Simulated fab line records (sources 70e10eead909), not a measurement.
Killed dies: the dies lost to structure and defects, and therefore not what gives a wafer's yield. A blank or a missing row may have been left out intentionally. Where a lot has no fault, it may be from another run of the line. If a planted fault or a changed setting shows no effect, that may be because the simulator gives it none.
Matching of chambers | flow nand harc | NHARC_A_STAIRCASE_DEP_417 on pecvd-01 has 3 sister chambers
The step deposits Si3N4, target thk 60 nm. 14 wafers are shown with their chamber, then 7 later ones without.

## WAFERS WITH THEIR CHAMBER
wafer  | chamber | heater power w (W)
L577.2 | 1       | 551
L577.3 | 0       | 780
L577.4 | 1       | 560
L581.1 | 1       | 610
L581.2 | 0       | 774
L581.4 | 2       | 690
L583.1 | 2       | 694
L583.3 | 0       | 794
L583.6 | 2       | 670
L584.1 | 2       | 721
L584.2 | 0       | 792
L584.6 | 1       | 658
L592.1 | 0       | 775
L592.5 | 2       | 655

SIGNATURES, as means of the wafers listed above
reading        | chamber 0 | chamber 1 | chamber 2 | scatter within a chamber
heater power w | 783.00    | 594.75    | 686.00    | 30.5
Rule: a wafer's distance from a chamber is the root of the sum, over the readings, of the square of ((its reading less the chamber's mean) divided by the reading's scatter). The wafer belongs to the nearest chamber; if the next one is less than 2 further off, it can't be placed. The scatter: the root of (the sum of the squares of (reading less its chamber's mean) over the shown wafers, divided by (wafers less chambers)).

## WAFERS WITH NO CHAMBER GIVEN
wafer  | heater power w (W)
L592.6 | 608
L590.1 | 742
L590.3 | 711
L590.4 | 623
L593.4 | 745
L593.5 | 560
L593.6 | 722

## CHAMBER TAKEN BY EACH
wafer  | from the rows above     | in truth
L592.6 | 1                       | 1
L590.1 | can't be placed: 0 or 2 | 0
L590.3 | can't be placed: 2 or 0 | 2
L590.4 | can't be placed: 1 or 2 | 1
L593.4 | can't be placed: 0 or 2 | 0
L593.5 | 1                       | 1
L593.6 | can't be placed: 2 or 0 | 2
Correctly placed: 2 of 7. From these rows, 5 cannot be placed; in 5 the true chamber is one of the candidates. Wrongly placed: 0.
